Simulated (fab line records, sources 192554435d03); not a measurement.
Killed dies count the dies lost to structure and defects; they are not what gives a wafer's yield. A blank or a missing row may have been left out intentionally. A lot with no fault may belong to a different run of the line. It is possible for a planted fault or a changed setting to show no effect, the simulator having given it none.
fab line records | flow n5-finfet
record lots=7 wafers=18 last-day=17
route steps=1938 shown BEOL_M15@1823 PASS1_DEP@1831 MIM_BOT@1832 MIM_TOP@1834 PASSIVATION@1936
lots with no fault: from the same line, run without faults
start-h: hours from the record's opening day to when the first of the lot's shown wafers began | wait-h: hours from the lot's prior step to this one | " same as the row above | L1.1+2: one row covering several wafers at once | - no value, or no start was given | * or withheld: withheld | < > ~ a bound
route shown NAME@n: NAME is a module with steps in the file, n the number in the route of the first one | usual: mean/standard deviation taken from wafers without a fault | same: alike in all rows | chamber/n: place in a boat | sites: readings site by site | _std_site: how widely they spread, as a standard deviation | _edge_site: mean of outer sites minus mean of inner sites | radius-mm: for every site, how far away it sits from the centre of the wafer | mask NAME#n: copy n | behind: the last tool/chamber to shape the wafer | hold: the reason the lot was held/the length of the hold in hours/how it ended | device: the n, p or np transistor that did not switch | end of line: the route-end tests of the same wafers | for a step that has no rows: nothing shown but its recipe | killed: dies lost to structure and defects at the first sort, not the wafer's yield | map: a wafer's dies, x killed, . not, _ none there
set.NAME: the setting as run; set.NAME@STEP: as run at that earlier step | model.NAME: the simulator's own value behind a step, which no gauge read
certain route steps with their lots: each step a table, each wafer a row
services: when a tool's chamber went out of use (start-h, in hours from the record's first day, below 0 if earlier), for how many hours, and the reason
## steps
# step N5_BEOL_M15_ANNEAL_48
# recipe temp-c=225 time-s=90 ambient=N2
# step N5_BEOL_M15_CMP_49
# recipe stop-on=SiO2 t-overpolish-s=4.9 down-force-psi=2 platen-rpm=80 clearing-platen-down-force-psi=2 clearing-platen-rpm=80 post-cmp-clean=cu-alkaline target-thk-nm=850 clearing-platen-pad-velocity-m-s=1.5917 pad-velocity-m-s=1.5917
# usual barrier-field-endpoint-s=11.36/0.3 motor-current-A=7.9/0.71 overpolish-run-s=4.900/0.0089 retaining-ring-pressure-frac=1.001/0.0047
# columns lot.wafer tool chamber start-h wait-h barrier-field-endpoint-s motor-current-A overpolish-run-s retaining-ring-pressure-frac
L237.2 cmp-02 1 297.82 0.2 10.97 7.2 4.898 0.999
L237.4 " 2 " " 11.07 8.4 4.889 1.005
L237.6 " 2 " " 11.41 8.3 4.904 1.004
L240.1 cmp-04 3 303.58 0.3 11.85 8.0 4.894 1.003
L240.4 " 1 " " 11.48 6.5 4.894 0.998
L240.6 " 3 " " 11.85 7.9 4.901 1.003
L242.3 cmp-04 2 339.30 0.2 11.50 7.7 4.895 0.999
L242.4 " 3 " " 11.78 8.2 4.900 1.002
L242.2 " 0 " " 11.04 8.2 4.899 0.997
L246.3 cmp-02 1 339.72 0.2 10.99 7.6 4.887 1.002
L246.6 " 3 " " 11.27 8.4 4.902 0.993
L248.3 cmp-04 2 365.48 0.2 11.64 7.8 4.895 0.999
L248.2 " 3 " " 11.89 7.9 4.897 1.005
L251.2 cmp-03 1 379.84 0.2 11.35 7.2 4.914 1.003
L251.3 " 2 " " 11.16 8.1 4.895 0.996
L254.2 cmp-03 0 386.68 0.2 10.90 9.2 4.897 1.002
L254.1 " 1 " " 11.24 7.5 4.912 0.993
L254.3 " 2 " " 11.45 8.1 4.918 1.006
# step N5_BEOL_M15_THK_MEAS_50
# recipe thk-meas-gauge=xrf reads=Cu_of_BEOL_M15_ECD_47
# usual M15_THK=841/15
# columns lot.wafer tool chamber start-h wait-h M15_THK[nm]
L237.2 film-metro-01 - 298.12 - 830
L237.4 " - " " 843
L237.6 " - " " 837
L240.1 film-metro-01 - 303.83 - 842
L240.4 " - " " 862
L240.6 " - " " 850
L242.2 film-metro-01 - 339.56 - 849
L242.3 " - " " 813
L242.4 " - " " 857
L246.3 film-metro-01 - 339.94 - 819
L246.6 " - " " 823
L248.2 film-metro-02 - 365.74 - 832
L248.3 " - " " 814
L251.2 film-metro-02 - 380.10 - 829
L251.3 " - " " 819
L254.1 film-metro-02 - 386.98 - 835
L254.2 " - " " 826
L254.3 " - " " 838
# step N5_BEOL_M15_PRE_CLEAN_52
# recipe gas=NH3 time-s=15 temp-c=withheld rf-power-w=300
# step N5_BEOL_M15_DEP_53
# recipe material=SiCN target-thk-a=500 temp-c=withheld precursor=3MS/NH3 pressure-torr=3 rf-w=675 time-s=17.8
# usual showerhead-plenum-p-Torr=4.171/0.025 throttle-valve-pct=18.1/1
# columns lot.wafer tool chamber start-h wait-h showerhead-plenum-p-Torr throttle-valve-pct
L237.2 pecvd-03 1 298.19 0.0 4.209 19.1
L237.4 " 1 " " 4.197 19.2
L237.6 " 2 " " 4.137 16.8
L240.1 pecvd-03 2 303.95 0.1 4.148 16.8
L240.4 " 2 " " 4.161 16.7
L240.6 " 2 " " 4.151 17.0
L242.2 pecvd-02 0 339.62 0.0 4.173 17.8
L242.3 " 2 " " 4.164 17.8
L242.4 " 1 " " 4.177 19.4
L246.3 pecvd-02 1 340.00 0.0 4.168 19.6
L246.6 " 0 " " 4.176 18.0
L248.2 pecvd-03 0 365.81 0.0 4.201 19.3
L248.3 " 0 " " 4.214 19.3
L251.2 pecvd-01 0 380.16 0.0 4.148 19.2
L251.3 " 2 " " 4.142 16.7
L254.1 pecvd-02 2 387.05 0.0 4.158 17.8
L254.2 " 0 " " 4.182 17.7
L254.3 " 0 " " 4.190 18.1
# step N5_BEOL_M15_RS_MEAS_54
# recipe thk-meas-gauge=four-point-probe reads=Cu_of_BEOL_M15_ECD_47+Ta_of_BEOL_M15_SPUTTER_44+TaN_of_BEOL_M15_SPUTTER_43
# usual M15_RS=0.0217/0.00038
# columns lot.wafer tool chamber start-h wait-h M15_RS[ohm/sq]
L237.2 film-metro-01 - 298.27 0.1 0.0219
L237.4 " - " " 0.0217
L237.6 " - " " 0.0218
L240.1 film-metro-02 - 304.08 0.1 0.0218
L240.4 " - " " 0.0211
L240.6 " - " " 0.0214
L242.2 film-metro-01 - 339.69 0.1 0.0215
L242.3 " - " " 0.0223
L242.4 " - " " 0.0213
L246.3 film-metro-02 - 340.07 0.1 0.0222
L246.6 " - " " 0.0221
L248.2 film-metro-02 - 365.90 0.1 0.0219
L248.3 " - " " 0.0224
L251.2 film-metro-02 - 380.23 0.1 0.0218
L251.3 " - " " 0.0222
L254.1 film-metro-02 - 387.13 0.1 0.0216
L254.2 " - " " 0.0219
L254.3 " - " " 0.0215
# step N5_BEOL_M15_INSPECT_55
# recipe inspect-instrument=darkfield mode=post-dep
# usual raw-defect-count=69/20
# columns lot.wafer tool chamber start-h wait-h raw-defect-count
L237.2 defect-inspect-02 - 298.30 0.0 74
L237.4 " - " " 110
L237.6 " - " " 73
L240.1 defect-inspect-02 - 304.11 0.0 85
L240.4 " - " " 76
L240.6 " - " " 68
L242.2 defect-inspect-02 - 339.72 0.0 71
L242.3 " - " " 58
L242.4 " - " " 65
L246.3 defect-inspect-02 - 340.10 0.0 65
L246.6 " - " " 38
L248.2 defect-inspect-02 - 365.92 0.0 93
L248.3 " - " " 124
L251.2 defect-inspect-01 - 380.26 0.0 57
L251.3 " - " " 60
L254.1 defect-inspect-01 - 387.16 0.0 38
L254.2 " - " " 41
L254.3 " - " " 77
# step N5_BEOL_M15_RC_MEAS_101
# usual COMB_M10=1.5e-11/3e-12 COMB_M10_max_site=2.1e-11/5.2e-12 COMB_M11=1.5e-11/3.4e-12 COMB_M12=7.1e-12/1.4e-12 COMB_M13=5.3e-12/1.2e-12 COMB_M14=4e-12/1e-12 COMB_M15=3e-12/7e-13 COMB_M5=3.7e-11/7.4e-12 COMB_M5_max_site=5.2e-11/1.1e-11 COMB_M6=2.6e-11/5.6e-12 COMB_M7=2.6e-11/5.2e-12 COMB_M8=2.7e-11/5.1e-12 COMB_M9=1.53e-11/3e-12 SERP_M10=3.05/0.081 SERP_M11=3.08/0.087 SERP_M12=0.640/0.016 SERP_M13=0.311/0.0067 SERP_M14=0.161/0.0034 SERP_M14_max_site=0.163/0.0035 SERP_M5=38.1/1.5 SERP_M6=13.8/0.53 SERP_M6_max_site=14.4/0.62 SERP_M7=13.7/0.52 SERP_M8=13.9/0.49 SERP_M9=3.08/0.075
# columns lot.wafer tool chamber start-h wait-h COMB_M10[S/m] COMB_M10_max_site[S/m] COMB_M11[S/m] COMB_M12[S/m] COMB_M13[S/m] COMB_M14[S/m] COMB_M15[S/m] COMB_M5[S/m] COMB_M5_max_site[S/m] COMB_M6[S/m] COMB_M7[S/m] COMB_M8[S/m] COMB_M9[S/m] SERP_M10[ohm/um] SERP_M11[ohm/um] SERP_M12[ohm/um] SERP_M13[ohm/um] SERP_M14[ohm/um] SERP_M14_max_site[ohm/um] SERP_M5[ohm/um] SERP_M6[ohm/um] SERP_M6_max_site[ohm/um] SERP_M7[ohm/um] SERP_M8[ohm/um] SERP_M9[ohm/um]
L237.2 prober-01 0 298.48 0.2 1.6e-11 2.1e-11 1.3e-11 7.4e-12 4.6e-12 4.9e-12 3.6e-12 3.4e-11 4.3e-11 3.5e-11 2.4e-11 3.2e-11 1.4e-11 3.08 3.13 0.631 0.305 0.161 0.163 37.6 12.8 13.3 13.9 14.2 3.21
L237.4 " 0 " " 1.7e-11 1.9e-11 1.6e-11 6.6e-12 5.1e-12 6.9e-12 3.5e-12 4.2e-11 5.5e-11 4.2e-11 2.9e-11 2.3e-11 1.37e-11 3.07 3.08 0.629 0.309 0.162 0.163 37.3 14.2 14.7 12.9 13.1 3.09
L237.6 " 0 " " 1.7e-11 2.2e-11 1.4e-11 7.5e-12 6.3e-12 4.2e-12 4e-12 3.2e-11 5.3e-11 3.5e-11 2.8e-11 2.3e-11 1.43e-11 3.04 3.15 0.616 0.305 0.160 0.162 37.7 14.2 14.4 14.0 13.8 3.13
L240.1 prober-02 0 304.13 0.0 1.1e-11 1.5e-11 1.4e-11 5.9e-12 4e-12 4.4e-12 2.9e-12 3.2e-11 5e-11 1.4e-11 2.6e-11 3.1e-11 1.41e-11 3.10 3.05 0.648 0.318 0.158 0.160 38.9 13.6 14.9 13.1 13.9 3.08
L240.4 " 0 " " 1.6e-11 2.3e-11 1.7e-11 6.9e-12 5.5e-12 2.8e-12 2.8e-12 3e-11 4.3e-11 3e-11 2.6e-11 2.4e-11 1.37e-11 3.07 3.06 0.634 0.311 0.162 0.163 38.1 14.3 14.7 13.1 14.7 3.02
L240.6 " 0 " " 1e-11 1.6e-11 1.7e-11 5.7e-12 3.1e-12 3.4e-12 3.6e-12 4.2e-11 5e-11 2.4e-11 2.4e-11 2.7e-11 1.46e-11 3.14 2.88 0.629 0.322 0.162 0.165 40.6 14.6 15.2 13.0 14.1 2.98
L242.2 prober-01 0 339.90 0.2 2e-11 2.2e-11 1.4e-11 1e-11 7.8e-12 3.8e-12 4.4e-12 3.9e-11 5.8e-11 3.2e-11 2.4e-11 2.9e-11 1.77e-11 3.08 3.08 0.631 0.313 0.169 0.169 35.7 14.2 14.7 13.6 13.6 3.04
L242.3 " 0 " " 2.1e-11 3.5e-11 1.4e-11 9.5e-12 4e-12 5.9e-12 3.5e-12 3.4e-11 5.1e-11 2.4e-11 1.9e-11 2.4e-11 1.65e-11 3.01 3.13 0.636 0.299 0.165 0.170 40.5 13.5 14.1 14.0 13.4 3.03
L242.4 " 0 " " 1.4e-11 1.9e-11 1.1e-11 5.9e-12 5.5e-12 4.8e-12 4e-12 3.6e-11 7.1e-11 2.5e-11 2.3e-11 2.3e-11 2.11e-11 2.96 3.06 0.649 0.310 0.165 0.167 40.5 13.6 14.1 13.7 14.0 3.14
L246.3 prober-02 0 340.43 0.3 1.1e-11 1.7e-11 1.5e-11 6.8e-12 6.8e-12 3.3e-12 2.7e-12 3.7e-11 5.2e-11 2.9e-11 2e-11 2.1e-11 1.75e-11 3.05 3.09 0.637 0.321 0.161 0.163 37.7 14.1 14.6 13.1 14.4 3.01
L246.6 " 0 " " 1.7e-11 2e-11 1.2e-11 7.2e-12 5.1e-12 3.2e-12 2.9e-12 2.4e-11 4.4e-11 4.1e-11 2e-11 2.2e-11 1.75e-11 3.01 2.98 0.603 0.318 0.162 0.163 37.2 13.3 13.5 13.1 14.1 3.07
L248.2 prober-02 0 366.10 0.2 1.9e-11 2.3e-11 9e-12 8.3e-12 4.7e-12 3.8e-12 2.9e-12 3.5e-11 4.9e-11 3.4e-11 3.4e-11 3.6e-11 1.52e-11 3.15 3.03 0.611 0.316 0.165 0.166 38.6 13.7 14.1 13.3 13.5 3.17
L248.3 " 0 " " 1.6e-11 2.1e-11 9e-12 7.4e-12 5.4e-12 3.4e-12 3.1e-12 4e-11 7.5e-11 3e-11 3e-11 2.4e-11 1.2e-11 3.07 2.91 0.632 0.305 0.164 0.165 40.3 14.4 14.7 14.2 13.3 3.07
L251.2 prober-02 0 381.01 0.8 9e-12 1.3e-11 1.2e-11 7.4e-12 4.6e-12 3.8e-12 2.9e-12 4.1e-11 4.8e-11 2.3e-11 3.3e-11 3.2e-11 1.99e-11 3.12 3.08 0.632 0.316 0.157 0.157 37.4 14.1 14.6 13.4 13.5 2.98
L251.3 " 0 " " 1.2e-11 1.8e-11 1.4e-11 5.3e-12 3.7e-12 3.8e-12 2.7e-12 4.2e-11 6.8e-11 2e-11 3.1e-11 3.3e-11 1.36e-11 3.09 2.93 0.622 0.304 0.161 0.163 39.2 14.3 15.1 13.4 13.4 3.12
L254.1 prober-01 0 387.19 0.0 1.3e-11 1.6e-11 2.2e-11 7.9e-12 6e-12 5.8e-12 3.2e-12 5.4e-11 8.5e-11 2.7e-11 2.4e-11 3.5e-11 1.72e-11 3.02 3.06 0.656 0.323 0.164 0.165 35.2 14.7 15.2 13.2 14.0 3.08
L254.2 " 0 " " 1e-11 1.7e-11 1.8e-11 8.3e-12 6.7e-12 6.2e-12 3.7e-12 5.7e-11 7.5e-11 1.9e-11 2.5e-11 3.7e-11 1.61e-11 2.95 3.08 0.655 0.314 0.163 0.165 36.4 14.2 14.7 13.4 14.9 2.99
L254.3 " 0 " " 1.4e-11 1.8e-11 1.1e-11 6.5e-12 7.1e-12 5.2e-12 3.3e-12 5e-11 5.8e-11 2.7e-11 2e-11 2.9e-11 1.57e-11 3.09 2.99 0.627 0.320 0.168 0.169 38.5 14.1 14.5 13.4 13.6 3.11
# step N5_PASSIVATION_PECVD_00
# recipe material=SiO2 target-thk-a=2000 temp-c=400 precursor=SiH4/N2O pressure-torr=2.7 rf-w=608 time-s=11.2
# step N5_MIM_BOT_DEGAS_01
# recipe ambient=vacuum temp-c=300 time-s=60
# usual heater-power-w=472/44
# columns lot.wafer tool chamber start-h wait-h heater-power-w
L237.2 pvd-sputter-03 - 299.35 0.0 469
L237.4 " - " " 495
L237.6 " - " " 447
L240.1 pvd-sputter-02 - 305.33 0.2 505
L240.4 " - " " 481
L240.6 " - " " 472
L242.2 pvd-sputter-01 - 340.93 0.2 411
L242.3 " - " " 538
L242.4 " - " " 528
L246.3 pvd-sputter-01 - 341.15 0.0 450
L246.6 " - " " 530
L248.2 pvd-sputter-02 - 371.78 4.8 514
L248.3 " - " " 481
L251.2 pvd-sputter-01 - 384.02 2.2 407
L251.3 " - " " 523
L254.1 pvd-sputter-03 - 388.80 0.6 398
L254.2 " - " " 476
L254.3 " - " " 443
# step N5_MIM_BOT_SPUTTER_00
# recipe material=TiN target-thk-a=350 temp-c=200 power-w=3000 chamber-pressure-pa=0.49996 gas=Ar reactive-partial-pa=0.37997 time-s=89.7
# usual substrate-temp-c=200.00/0.16 throttle-valve-pct=29.8/1.3
# columns lot.wafer tool chamber start-h wait-h substrate-temp-c throttle-valve-pct
L237.2 pvd-sputter-03 - 299.39 0.0 200.07 28.5
L237.4 " - " " 199.81 30.6
L237.6 " - " " 200.29 28.7
L240.1 pvd-sputter-02 - 305.37 0.0 199.99 31.1
L240.4 " - " " 199.85 30.9
L240.6 " - " " 199.99 30.7
L242.2 pvd-sputter-01 - 340.97 0.0 199.97 30.1
L242.3 " - " " 200.06 28.8
L242.4 " - " " 200.07 28.0
L246.3 pvd-sputter-01 - 341.19 0.0 200.03 31.7
L246.6 " - " " 200.21 28.8
L248.2 pvd-sputter-02 - 371.82 0.0 200.11 31.1
L248.3 " - " " 200.03 30.8
L251.2 pvd-sputter-01 - 384.06 0.0 199.87 30.4
L251.3 " - " " 199.94 27.7
L254.1 pvd-sputter-03 - 388.84 0.0 200.01 28.5
L254.2 " - " " 200.00 28.3
L254.3 " - " " 199.95 28.7
# step N5_MIM_TOP_ALD_00
# recipe material=Al2O3 target-thk-a=* temp-c=withheld ald-precursor-family=TMA ald-co-reactant=O3 pulse-time-s=withheld purge-time-s=3 co-reactant-purge-time-s=withheld co-reactant-pulse-time-s=3 ald-cycles=withheld
# usual precursor-pulse-height-rel=1.001/0.018
# columns lot.wafer tool chamber start-h wait-h precursor-pulse-height-rel
L237.2 ald-hk-03 2 299.49 0.1 1.028
L237.4 " 3 " " 1.010
L237.6 " 3 " " 0.988
L240.1 ald-hk-02 1 305.47 0.1 0.985
L240.4 " 0 " " 0.985
L240.6 " 0 " " 0.993
L242.2 ald-hk-01 0 341.07 0.1 0.989
L242.3 " 1 " " 1.028
L242.4 " 2 " " 1.036
L246.3 ald-hk-02 3 341.29 0.1 1.006
L246.6 " 2 " " 0.952
L248.2 ald-hk-02 1 371.92 0.1 0.983
L248.3 " 3 " " 1.010
L251.2 ald-hk-02 3 384.16 0.1 1.015
L251.3 " 2 " " 0.980
L254.1 ald-hk-01 2 388.95 0.1 1.003
L254.2 " 1 " " 1.007
L254.3 " 3 " " 1.022
# step N5_MIM_TOP_ALD_01
# recipe material=HfO2 target-thk-a=56 temp-c=withheld ald-precursor-family=Hf-amide ald-co-reactant=O3 pulse-time-s=1 purge-time-s=3 co-reactant-purge-time-s=2 co-reactant-pulse-time-s=3 ald-cycles=62
# usual ald-cycles=62/0 precursor-pulse-height-rel=0.999/0.019
# same co-reactant-purge-time-s=2 pulse-time-s=1
# columns lot.wafer tool chamber start-h wait-h ald-cycles precursor-pulse-height-rel model.HfO2_of_MIM_TOP_ALD_01.thk-nm
L237.2 ald-hk-03 2 299 - 62 0.988 5.6
L237.4 " 3 " " 62 0.990 5.6
L237.6 " 3 " " 62 1.002 5.6
L240.1 ald-hk-02 1 305 - 62 0.991 5.6
L240.4 " 0 " " 62 1.008 5.6
L240.6 " 0 " " 62 1.004 5.6
L242.2 ald-hk-01 0 341 - 62 0.989 5.6
L242.3 " 1 " " 62 0.959 5.6
L242.4 " 2 " " 62 0.990 5.6
L246.3 ald-hk-02 3 341 - 48 0.990 4.4
L246.6 " 2 " " 62 1.003 5.6
L248.2 ald-hk-02 1 371 - 62 0.972 5.6
L248.3 " 3 " " 48 1.054 4.4
L251.2 ald-hk-02 3 384 - 62 0.996 5.6
L251.3 " 2 " " 48 0.980 4.4
L254.1 ald-hk-01 2 389 - 62 0.982 5.6
L254.2 " 1 " " 62 0.988 5.6
L254.3 " 3 " " 62 1.019 5.6
# step N5_MIM_TOP_ALD_02
# recipe material=Al2O3 target-thk-a=* temp-c=withheld ald-precursor-family=TMA ald-co-reactant=O3 pulse-time-s=withheld purge-time-s=3 co-reactant-purge-time-s=withheld co-reactant-pulse-time-s=3 ald-cycles=withheld
# step N5_PASSIVATION_PROBE_49
# usual defect-limited-yield=91.3/1.5 killed_at_M0_to_M3=33/12 killed_at_M4_up=13/5.2 killed-at-contacts=13/6.7 killed-at-front-end=40/11 killed-at-other=4.1/2.7 killed-dies=103/17 killed-open=69/13 killed-short=33/8.4 sort_bin_5_function=5.1/1 sort_bin_6_memory=3.2/0.62 sort-n-pass=1077/17 sort-yield-pct=91.3/1.5
# same gross-dies=1180 killed-at-back-side=0 sort_bin_4_leakage[%]=0 sort_bin_8_speed[%]=0
# columns lot.wafer tool chamber start-h wait-h defect-limited-yield[%] killed_at_M0_to_M3 killed_at_M4_up killed-at-contacts killed-at-front-end killed-at-other killed-dies killed-open killed-short sort_bin_5_function[%] sort_bin_6_memory[%] sort-n-pass sort-yield-pct[%]
L246.6 prober-02 - 363.95 0.3 91.9 28 15 11 37 4 95 67 26 4.7 3.3 1085 91.9
# killed by level:class
L246.6 FIN_SAQP:geometric-particle:open=12 MOL_CONTACT_COAG:geometric-particle:open=9 DUMMY_GATE:geometric-particle:open=7 BEOL_M3:geometric-particle:open=7 BEOL_M5:geometric-particle:open=7 FIN_SAQP:geometric-particle:short=4 STI_FIN_REVEAL:geometric-particle:open=4 BEOL_M0_SAQP:geometric-particle:short=4
## services
# columns tool chamber start-h hours kind
pecvd-03 0 275.91 7.4 repair
pecvd-01 0 278.24 12.8 repair
pvd-sputter-03 - 279.46 4.2 repair
pecvd-03 0 294.35 16.5 scheduled-down
pecvd-03 1 301.75 6.2 repair
cmp-03 - 306.77 5.1 pm
pecvd-02 - 308.21 5.5 pm
pecvd-01 2 308.71 5.5 scheduled-down
cmp-02 - 313.69 4.0 pm
cmp-02 - 317.69 - consumable-replace:conditioner
cmp-02 - 317.69 - consumable-replace:pad
cmp-02 - 320.54 0.4 repair
ald-hk-01 - 341.78 2.8 pm
pecvd-03 2 359.71 16.5 scheduled-down
pecvd-01 0 366.08 2.1 scheduled-down
pecvd-03 - 372.48 4.3 pm
pecvd-02 - 375.70 1.7 repair
cmp-02 - 379.66 5.3 pm
pecvd-02 1 383.62 - clean
pecvd-02 1 383.62 - consumable-replace:showerhead
cmp-04 - 386.41 4.0 pm
## key
first-sign step=N5_MIM_TOP_ALD_01 reading=ald-cycles direction=down sigmas=99+ usual=* struck=*
effect none on later readings
model-effect step=N5_MIM_TOP_ALD_01 value=HfO2_of_MIM_TOP_ALD_01.thk-nm without=5.6 struck=4.4
met-at N5_MIM_TOP_ALD_01
struck-wafers L246.3,L248.3,L251.3
onset-between 305 341
fault kind=process-parameter-drift tool=ald-hk-02 chamber=- onset-h=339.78 steps=N5_MIM_TOP_ALD_01 channel=ald-cycles offset=* shape=step end-h=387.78 scope=struck-wafers-only acts-in=* stated=*
